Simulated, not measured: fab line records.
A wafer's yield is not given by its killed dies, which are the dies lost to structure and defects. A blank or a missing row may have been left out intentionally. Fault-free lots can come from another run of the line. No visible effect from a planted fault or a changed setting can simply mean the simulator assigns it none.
fab line records	flow n5_finfet
record lots=7	wafers=21
route steps=1938 shown BEOL_M14@1723 BEOL_M15@1824 MIM_BOT@1833 PASS1_CAP@1874 PASSIVATION@1910
start_h: hours from the record's opening day to when the first of the lot's shown wafers began	wait_h: hours from the lot's prior step to this one	" repeats the value in the row above	L1.1+2: one row covering several wafers at once	- either no value or no given start	* or withheld: withheld	< > ~ a bound
route shown NAME@n: names a module that has steps shown in the file, with the first one's number in the route	usual: the fault-free wafers' mean and standard deviation	same: alike in all rows	chamber/n: place in a boat	sites: the reading at each site	_std_site: the standard deviation of these	_edge_site: inner sites' mean taken away from outer sites' mean	radius_mm: how far each site lies from the wafer's centre	mask NAME#n: copy n	behind: the last tool/chamber to shape the wafer	hold: why the lot went on hold/how many hours it stayed there/how the hold came to an end	device: names the non-switching transistor (n, p or np)	end of line: tests of these same wafers at the route's end	a step with no rows: only its recipe	killed: not the wafer's yield, but the dies lost to structure and defects at the first sort	map: a wafer's dies, x killed, . not, _ none there
set.NAME: the setting as run; set.NAME@STEP: as run at that earlier step	model.NAME: the simulator's own value behind a step, which no gauge read
one table per step and one row per wafer, for lots whose settings were changed on purpose
## steps
# step N5_BEOL_M14_PEB_08
# recipe peb_temp_c=130	peb_time_s=90
lot.wafer	tool	chamber	start_h	wait_h	set.peb_temp_c
L076.1	litho_track-01	0	247.30	0.1	130
L076.2+3	"	0	"	"	126.5
L075.1+5	litho_track-05	0	259.81	0.1	127.1
L075.6	"	0	"	"	130
L083.2+3+4	litho_track-01	0	306.65	0.0	130
L080.1+3+5	litho_track-01	0	307.06	0.1	130
L092.1	litho_track-01	0	357.17	0.1	130
L092.4+5	"	0	"	"	129
L094.1+2	litho_track-02	0	377.22	0.1	128.9
L094.4	"	0	"	"	130
L096.1+3	litho_track-02	0	396.02	0.1	130
L096.2	"	0	"	"	128.4
# step N5_BEOL_M14_DEVELOP_09
# recipe develop_time_s=45	rinse_liquid=diw	dry=air_spin	dev_temp_c=21
# step N5_BEOL_M14_HARDBAKE_14
# recipe temp_c=130	time_s=120
# step N5_BEOL_M14_CD_MEAS_10
# recipe target_cd_nm=250	landing_energy_ev=500	detector=se_inlens	polarity=opening
# usual cd_nm=248.4/2
lot.wafer	tool	chamber	start_h	wait_h	set.peb_temp_c@BEOL_M14_PEB_08	cd_nm
L076.1	cd_sem-01	0	247.42	-	130	251.7
L076.2	"	0	"	"	126.5	227.8
L076.3	"	0	"	"	126.5	228.9
L075.1	cd_sem-02	0	259.92	-	127.1	232.7
L075.5	"	0	"	"	127.1	234.9
L075.6	"	0	"	"	130	250.6
L083.2	cd_sem-03	0	306.76	-	130	247.3
L083.3	"	0	"	"	130	247.5
L083.4	"	0	"	"	130	246.2
L080.1	cd_sem-02	0	307.18	-	130	249.2
L080.3	"	0	"	"	130	247.3
L080.5	"	0	"	"	130	247.9
L092.1	cd_sem-03	0	357.28	-	130	248.7
L092.4	"	0	"	"	129	243.6
L092.5	"	0	"	"	129	244.4
L094.1	cd_sem-01	0	377.34	-	128.9	240.9
L094.2	"	0	"	"	128.9	243.9
L094.4	"	0	"	"	130	250.1
L096.1	cd_sem-01	0	396.14	-	130	249.7
L096.2	"	0	"	"	128.4	240.3
L096.3	"	0	"	"	130	246.3
# step N5_BEOL_M14_DESCUM_15
# recipe chemistry=O2	time_s=7.9	source_power_w=50	bias_power_w=20	pressure_mtorr=20	rf_frequency_hz=2.712e+07	temp_c=40	o2_flow_sccm=225
# step N5_BEOL_M14_ETCH_59
# recipe chemistry=N2/H2	target=BARC	target_depth_a=890	overetch_a=267	time_s=67.9	ion_energy_ev=200	pressure_mtorr=30	source_w=840	bias_w=150	n2_flow_sccm=200	h2_flow_sccm=200
# step N5_BEOL_M14_VIA_ETCH_16
# recipe chemistry=C4F8/O2/Ar	target=SiO2	he_inner_torr=15	he_outer_torr=30	target_depth_a=12313	time_s=withheld	ion_energy_ev=800	pressure_mtorr=20	source_w=1905	bias_w=2040	Ar_flow_sccm=400	C4F8_flow_sccm=16	O2_flow_sccm=12	ends=cleared
lot.wafer	tool	chamber	start_h	wait_h	set.temp_c@BEOL_M14_ILD_DEP_00	model.etch.depth_nm
L076.1	rie_diel-03	2	247.95	0.0	400	1111
L076.2	"	1	"	"	400	1132
L076.3	"	0	"	"	400	1121
L075.1	rie_diel-02	0	260.12	0.0	400	1117
L075.5	"	0	"	"	400	1126
L075.6	"	3	"	"	400	1128
L083.2	rie_diel-03	0	306.94	0.0	400	1124
L083.3	"	2	"	"	400	1109
L083.4	"	1	"	"	400	1127
L080.1	rie_diel-01	2	307.35	0.0	400	1139
L080.3	"	1	"	"	400	1125
L080.5	"	0	"	"	400	1149
L092.1	rie_diel-02	2	357.46	0.0	400	1111
L092.4	"	0	"	"	400	1103
L092.5	"	3	"	"	393.9	1173
L094.1	rie_diel-02	0	377.51	0.0	404.5	1056
L094.2	"	3	"	"	400	1116
L094.4	"	2	"	"	404.5	1096
L096.1	rie_diel-01	3	396.31	0.0	400	1089
L096.2	"	1	"	"	393.2	1181
L096.3	"	2	"	"	393.2	1173
# step N5_BEOL_M14_STRIP_63
# recipe chemistry=O2	power_w=600	temp_c=60	pressure_mtorr=30	rf_frequency_hz=6e+07	bias_power_w=0	overash_fraction=0.3	o2_flow_sccm=225
# step N5_BEOL_M14_STRIP_64
# recipe chemistry=O2	power_w=600	temp_c=60	pressure_mtorr=30	rf_frequency_hz=6e+07	bias_power_w=0	overash_fraction=0.3	o2_flow_sccm=225
# step N5_BEOL_M14_STRIP_71
# recipe chemistry=post_etch_residue_remover	time_s=60	temp_c=25	remover_ph=withheld	remover_water_wt_pct=withheld	remover_fluoride_wt_pct=withheld
# step N5_BEOL_M14_SRD_72
# recipe time_s=30	temp_c=23	rinse_liquid=diw	dry=n2_spin	spin_rpm=1500	dry_time_s=30
# step N5_BEOL_M14_CD_MEAS_17
# recipe target_cd_nm=250	polarity=opening
# usual cd_nm=249.4/2.6
lot.wafer	tool	chamber	start_h	wait_h	set.peb_temp_c@BEOL_M14_PEB_08	cd_nm
L076.1	cd_sem-03	-	248.30	0.0	130	253.4
L076.2	"	-	"	"	126.5	231.0
L076.3	"	-	"	"	126.5	231.2
L075.1	cd_sem-02	-	260.47	0.0	127.1	235.4
L075.5	"	-	"	"	127.1	237.3
L075.6	"	-	"	"	130	253.2
L083.2	cd_sem-01	-	307.29	0.0	130	248.4
L083.3	"	-	"	"	130	247.9
L083.4	"	-	"	"	130	248.4
L080.1	cd_sem-02	-	307.70	0.0	130	251.2
L080.3	"	-	"	"	130	246.7
L080.5	"	-	"	"	130	246.9
L092.1	cd_sem-03	-	357.80	0.0	130	250.0
L092.4	"	-	"	"	129	244.3
L092.5	"	-	"	"	129	247.2
L094.1	cd_sem-01	-	377.90	0.0	128.9	240.6
L094.2	"	-	"	"	128.9	246.4
L094.4	"	-	"	"	130	249.9
L096.1	cd_sem-01	-	396.66	0.0	130	250.0
L096.2	"	-	"	"	128.4	243.1
L096.3	"	-	"	"	130	247.2
# step N5_BEOL_M14_COAT_65
# recipe resist=SOC	temp_c=250	time_s=60	spin_rpm=1500	resist_thk_nm=450
# step N5_BEOL_M14_COAT_66
# recipe resist=SiARC	temp_c=220	time_s=60	spin_rpm=1500	resist_thk_nm=110
# step N5_BEOL_M14_STRIP_37
# recipe chemistry=O2	power_w=600	temp_c=60	pressure_mtorr=30	rf_frequency_hz=6e+07	bias_power_w=0	overash_fraction=0.3	o2_flow_sccm=225
# step N5_BEOL_M14_ETCH_38
# recipe chemistry=CF4/N2	target=SiCN	target_depth_a=1065	taper_deg=2	time_s=120.6	ion_energy_ev=150	mask_material=SiO2	pressure_mtorr=40	source_w=430	bias_w=70	Ar_flow_sccm=100	cf4_flow_sccm=60	n2_flow_sccm=60
lot.wafer	tool	chamber	start_h	wait_h	set.temp_c@BEOL_M14_ILD_DEP_00	model.SiO2_of_BEOL_M14_ILD_DEP_00.thk_nm
L076.1	rie_diel-03	1	-	-	400	1043
L076.2	"	3	"	"	400	1068
L076.3	"	2	"	"	400	1060
L075.1	rie_diel-02	3	-	-	400	1049
L075.5+6	"	1,2	"	"	400	1061
L083.2+4	rie_diel-01	1,2	-	-	400	1063
L083.3	"	0	"	"	400	1050
L080.1	rie_diel-03	0	-	-	400	1075
L080.3	"	2	"	"	400	1063
L080.5	"	1	"	"	400	1082
L092.1	rie_diel-01	0	-	-	400	1052
L092.4	"	2	"	"	400	1039
L092.5	"	0	"	"	393.9	1114
L094.1	rie_diel-02	0	-	-	404.5	992.2
L094.2	"	1	"	"	400	1052
L094.4	"	3	"	"	404.5	1029
L096.1	rie_diel-01	3	-	-	400	1020
L096.2	"	1	"	"	393.2	1120
L096.3	"	2	"	"	393.2	1111
# step N5_BEOL_M15_CMP_49
# recipe stop_on=SiO2	t_overpolish_s=4.9	down_force_psi=2	platen_rpm=80	clearing_platen_down_force_psi=2	clearing_platen_rpm=80	post_cmp_clean=cu_alkaline	target_thk_nm=850	clearing_platen_pad_velocity_m_s=1.5917	pad_velocity_m_s=1.5917
# usual barrier_field_endpoint_s=11.2/0.38
lot.wafer	tool	chamber	start_h	wait_h	set.down_force_psi	barrier_field_endpoint_s
L076.1	cmp-03	1	260.02	0.5	2	10.9
L076.3	"	3	"	"	2	11.5
L076.2	"	0	"	"	2	11.4
L075.1	cmp-03	1	271.04	0.4	2	11.2
L075.5	"	2	"	"	2	11.4
L075.6	"	3	"	"	2	11.2
L083.3	cmp-03	2	318.60	0.2	2	10.5
L083.2	"	0	"	"	2	11.0
L083.4	"	1	"	"	2	10.5
L080.3	cmp-01	0	318.94	0.2	2	12.0
L080.1	"	2	"	"	2	11.6
L080.5	"	1	"	"	2.193	10.2
L092.1	cmp-02	2	370.92	0.3	2	10.9
L092.4	"	3	"	"	2	11.4
L092.5	"	3	"	"	2	11.7
L094.2	cmp-03	3	389.72	0.2	1.618	13.5
L094.1	"	0	"	"	2	11.0
L094.4	"	2	"	"	1.618	13.4
L096.1	cmp-02	1	406.65	0.4	2	10.9
L096.3	"	2	"	"	2	11.4
L096.2	"	3	"	"	2	11.5
# step N5_MIM_BOT_SPUTTER_00
# recipe material=TiN	target_thk_a=350	temp_c=200	power_w=3000	chamber_pressure_pa=0.49996	gas=Ar	reactive_partial_pa=0.37997	time_s=89.7
lot.wafer	tool	chamber	start_h	wait_h	set.time_s	model.TiN_of_MIM_BOT_SPUTTER_00.thk_nm
L076.1	pvd_sputter-01	-	261.96	0.0	89.7	34.6
L076.2	"	-	"	"	96.6	37.4
L076.3	"	-	"	"	89.7	34
L075.1	pvd_sputter-02	-	273.89	0.0	89.7	34.6
L075.5	"	-	"	"	89.7	35.4
L075.6	"	-	"	"	89.7	35.2
L083.2	pvd_sputter-03	-	321.18	0.0	89.7	35.4
L083.3+4	"	-	"	"	89.7	35.2
L080.1	pvd_sputter-03	-	321.40	0.0	89.7	34.8
L080.3	"	-	"	"	93.55	35.8
L080.5	"	-	"	"	93.55	36.2
L092.1	pvd_sputter-01	-	372.84	0.0	93.68	36.2
L092.4	"	-	"	"	89.7	34.2
L092.5	"	-	"	"	89.7	34
L094.1	pvd_sputter-03	-	393.43	0.0	89.7	35.8
L094.2	"	-	"	"	89.7	35.2
L094.4	"	-	"	"	77.65	30.8
L096.1	pvd_sputter-01	-	410.52	0.0	89.7	34.6
L096.2	"	-	"	"	101.5	39
L096.3	"	-	"	"	89.7	35
# step N5_PASSIVATION_PECVD_01
# recipe material=SiNx	target_thk_a=2000	temp_c=400	precursor=SiH4/NH3/N2	pressure_torr=4.9	rf_w=1406	time_s=43.2
lot.wafer	tool	chamber	start_h	wait_h	set.time_s	model.SiNx_of_PASSIVATION_PECVD_01.thk_nm
L076.1	pecvd-02	0	267.51	0.0	46.71	216.6
L076.2	"	2	"	"	46.71	212.6
L076.3	"	1	"	"	43.2	196
L075.1	pecvd-01	2	278.16	0.0	43.2	203.4
L075.5	"	0	"	"	43.2	205
L075.6	"	1	"	"	49.2	231.2
L083.2	pecvd-03	1	324.65	0.0	43.2	198.4
L083.3	"	0	"	"	43.2	199.6
L083.4	"	0	"	"	43.2	203.2
L080.1	pecvd-03	1	325.24	0.0	43.2	199.4
L080.3	"	2	"	"	43.2	198.2
L080.5	"	0	"	"	43.2	202.4
L092.1	pecvd-01	2	376.87	0.0	43.2	201.2
L092.4	"	2	"	"	43.2	204.6
L092.5	"	1	"	"	43.2	199.4
L094.1	pecvd-01	2	396.58	0.0	43.2	204.6
L094.2	"	0	"	"	43.2	203.6
L094.4	"	0	"	"	43.2	205.2
L096.1	pecvd-03	2	413.65	0.0	45.83	212.4
L096.2	"	1	"	"	45.83	207.4
L096.3	"	0	"	"	43.2	198.2
# step N5_PASSIVATION_ETCH_59
# recipe chemistry=Cl2/BCl3	target=TaN	target_depth_a=650	time_s=34.9	ion_energy_ev=100	pressure_mtorr=10	icp_w=900	bias_w=100	Cl2_flow_sccm=60	bcl3_flow_sccm=30
lot.wafer	tool	chamber	start_h	wait_h	set.time_s	model.etch.depth_nm
L076.1	rie_metal-01	0	271.94	0.3	34.9	65.03
L076.2	"	1	"	"	34.9	65.7
L076.3	"	1	"	"	34.9	66.22
L075.1	rie_metal-01	1	282.97	0.3	34.9	66.18
L075.5	"	0	"	"	42.57	79.01
L075.6	"	1	"	"	34.9	65.46
L083.2	rie_metal-01	0	327.54	0.3	34.9	63.51
L083.3	"	0	"	"	34.9	64.03
L083.4	"	1	"	"	34.9	64.87
L080.1	rie_metal-01	0	329.00	0.3	38.05	69.59
L080.3	"	0	"	"	34.9	64.52
L080.5	"	1	"	"	38.05	71.82
L092.1	rie_metal-03	1	382.25	0.3	31.38	60.68
L092.4	"	0	"	"	34.9	62.59
L092.5	"	0	"	"	31.38	56.65
L094.1	rie_metal-02	0	399.42	0.4	34.9	61.04
L094.2	"	1	"	"	34.9	66.53
L094.4	"	0	"	"	34.9	60.63
L096.1	rie_metal-03	0	417.06	0.3	34.9	67.54
L096.2	"	1	"	"	37.8	73.41
L096.3	"	0	"	"	34.9	66.66
## key
split step=N5_BEOL_M14_PEB_08	setting=peb_temp_c	stated=130	by=wafer
response step=N5_BEOL_M14_CD_MEAS_10	reading=cd_nm	change=+7.96	per=1%	r=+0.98
response step=N5_BEOL_M14_CD_MEAS_17	reading=cd_nm	change=+7.51	per=1%	r=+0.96
split step=N5_BEOL_M15_CMP_49	setting=down_force_psi	stated=2	by=wafer
response step=N5_BEOL_M15_CMP_49	reading=barrier_field_endpoint_s	change=-0.137	per=1%	r=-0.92
split step=N5_MIM_BOT_SPUTTER_00	setting=time_s	stated=89.7	by=wafer
response step=N5_MIM_BOT_SPUTTER_00	reading=model.TiN_of_MIM_BOT_SPUTTER_00.thk_nm	change=+0.348	per=1%	r=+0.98
split step=N5_PASSIVATION_PECVD_01	setting=time_s	stated=43.2	by=wafer
response step=N5_PASSIVATION_PECVD_01	reading=model.SiNx_of_PASSIVATION_PECVD_01.thk_nm	change=+2.02	per=1%	r=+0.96
split step=N5_PASSIVATION_ETCH_59	setting=time_s	stated=34.9	by=wafer
response step=N5_PASSIVATION_ETCH_59	reading=model.etch.depth_nm	change=+0.596	per=1%	r=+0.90
split outside_this_file step=N5_BEOL_M14_ILD_DEP_00 setting=temp_c
# split outside_this_file: this setting was split too, and the file shows its column; the key of that split is in another file
